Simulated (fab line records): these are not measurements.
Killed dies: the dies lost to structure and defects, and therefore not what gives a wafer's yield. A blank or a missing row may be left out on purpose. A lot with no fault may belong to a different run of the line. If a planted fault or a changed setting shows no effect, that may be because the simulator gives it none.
The tool behind it: which one? + flow n5-finfet + 36 wafers from 12 lots sampled at 6 of the route's 1938 steps

== WHAT THE GAUGES SHOWED, per wafer ==
N5_BEOL_M12_RS_MEAS_54: measurement is done with a four-point probe.
| lot  | measured     | on            | M12_RS (ohm/sq)      |
|------|--------------|---------------|----------------------|
| L076 | day 11 01:52 | film-metro-01 | 0.0594 0.0580 0.0600 |
| L077 | day 11 10:35 | film-metro-02 | 0.0604 0.0599 0.0609 |
| L079 | day 11 17:33 | film-metro-02 | 0.0600 0.0596 0.0602 |
| L080 | day 12 22:43 | film-metro-01 | 0.0613 0.0596 0.0600 |
| L083 | day 13 15:07 | film-metro-02 | 0.0604 0.0592 0.0603 |
| L086 | day 13 16:20 | film-metro-02 | 0.0601 0.0623 0.0604 |
| L087 | day 14 12:10 | film-metro-01 | 0.0604 0.0603 0.0599 |
| L088 | day 15 04:57 | film-metro-02 | 0.0588 0.0609 0.0598 |
| L089 | day 15 11:00 | film-metro-01 | 0.0596 0.0591 0.0590 |
| L092 | day 16 02:37 | film-metro-01 | 0.0598 0.0614 0.0630 |
| L095 | day 16 13:35 | film-metro-02 | 0.0590 0.0601 0.0605 |
| L097 | day 17 13:29 | film-metro-01 | 0.0599 0.0586 0.0614 |

== EACH LOT AND THE TOOL THAT RAN IT (in order: tool; ch and the chambers of the sampled wafers; start) ==
| lot  | N5_BEOL_M11_VIA_ETCH_34            | N5_BEOL_M11_CURE_72           | N5_BEOL_M11_SPUTTER_48       | N5_BEOL_M12_ETCH_59                | N5_BEOL_M12_TRENCH_ETCH_34         |
|------|------------------------------------|-------------------------------|------------------------------|------------------------------------|------------------------------------|
| L076 | rie-diel-01 ch 0,1,3, day 10 18:01 | uv-cure-01 ch 1, day 10 18:32 | pvd-sputter-02, day 10 19:37 | rie-diel-02 ch 0,2,3, day 10 21:32 | rie-diel-02 ch 0,1,2, day 10 23:04 |
| L077 | rie-diel-04 ch 0,1,2, day 11 01:24 | uv-cure-02 ch 0, day 11 01:53 | pvd-sputter-01, day 11 05:18 | rie-diel-06 ch 1,2,3, day 11 06:55 | rie-diel-02 ch 0,2,3, day 11 08:11 |
| L079 | rie-diel-01 ch 0,1,2, day 11 09:17 | uv-cure-03 ch 0, day 11 09:47 | pvd-sputter-03, day 11 11:20 | rie-diel-05 ch 1,2,3, day 11 13:02 | rie-diel-05 ch 0,3, day 11 14:16   |
| L080 | rie-diel-01 ch 1,2,3, day 12 05:00 | uv-cure-01 ch 1, day 12 05:35 | pvd-sputter-02, day 12 06:32 | rie-diel-02 ch 2,3, day 12 08:07   | rie-diel-05 ch 0,2, day 12 09:23   |
| L083 | rie-diel-04 ch 0,1, day 13 02:34   | uv-cure-02 ch 2, day 13 03:34 | pvd-sputter-03, day 13 05:12 | rie-diel-05 ch 0,1,2, day 13 06:47 | rie-diel-02 ch 0,3, day 13 08:11   |
| L086 | rie-diel-01 ch 0,2,3, day 13 04:03 | uv-cure-02 ch 2, day 13 05:22 | pvd-sputter-01, day 13 07:58 | rie-diel-02 ch 1,2,3, day 13 09:40 | rie-diel-06 ch 1,2,3, day 13 11:04 |
| L087 | rie-diel-01 ch 0,1, day 14 02:32   | uv-cure-01 ch 2, day 14 03:08 | pvd-sputter-03, day 14 05:33 | rie-diel-06 ch 2,3, day 14 07:41   | rie-diel-02 ch 0,3, day 14 08:55   |
| L088 | rie-diel-04 ch 0,2,3, day 14 22:09 | uv-cure-03 ch 2, day 14 22:44 | pvd-sputter-03, day 14 23:38 | rie-diel-06 ch 0,1,2, day 15 01:32 | rie-diel-05 ch 0,2,3, day 15 02:53 |
| L089 | rie-diel-03 ch 2,3, day 14 23:25   | uv-cure-01 ch 1, day 15 00:12 | pvd-sputter-02, day 15 02:53 | rie-diel-02 ch 0,1, day 15 04:42   | rie-diel-06 ch 0,1,2, day 15 06:07 |
| L092 | rie-diel-01 ch 0,2,3, day 15 14:00 | uv-cure-01 ch 2, day 15 14:29 | pvd-sputter-01, day 15 15:58 | rie-diel-05 ch 0,1,3, day 15 17:45 | rie-diel-06 ch 0,1,3, day 15 19:32 |
| L095 | rie-diel-01 ch 0,1,2, day 16 03:49 | uv-cure-02 ch 0, day 16 04:21 | pvd-sputter-02, day 16 06:52 | rie-diel-05 ch 0,1,2, day 16 08:36 | rie-diel-06 ch 0,1,2, day 16 10:05 |
| L097 | rie-diel-01 ch 0,1, day 16 22:16   | uv-cure-01 ch 0, day 16 22:50 | pvd-sputter-01, day 17 01:11 | rie-diel-05 ch 1,2,3, day 17 02:56 | rie-diel-05 ch 0,2,3, day 17 04:22 |
- N5_BEOL_M11_VIA_ETCH_34: etches SiCOH lowk in C4F6/O2, target depth 184.5 nm, time 69.2 s.
- N5_BEOL_M11_CURE_72: cures SiCOH lowk, time 120 s.
- N5_BEOL_M11_SPUTTER_48: material Cu, target thk 12 nm, time 2 s.
- N5_BEOL_M12_ETCH_59: etches BARC in N2/H2, target depth 89 nm, overetch 26.7 nm, time 67.9 s.
- N5_BEOL_M12_TRENCH_ETCH_34: etches SiOC in C4F8/O2/Ar, target depth 318.95 nm, time 125.5 s.

== THE ANSWER, worked out from the rows above alone ==
Rule: what is usual is taken from the lots themselves. The widest of any qualifying gaps counts: lots, ordered by their means at a reading, are off when they make up no more than a third of the lots, leave a main group of 4 or more, and stand apart from it by 3 or more times the standard deviation of that group's means. A main group whose means are all the same, to the digits that the tables above print for the reading, isn't used. A lot without any number at a reading at which 4 lots or more have one is off too. Any other lot the step has rows for is counted as sound.
None of the lots is off at any reading shown; this tells nothing.

== WHAT THE SIMULATOR HAD PUT IN ==
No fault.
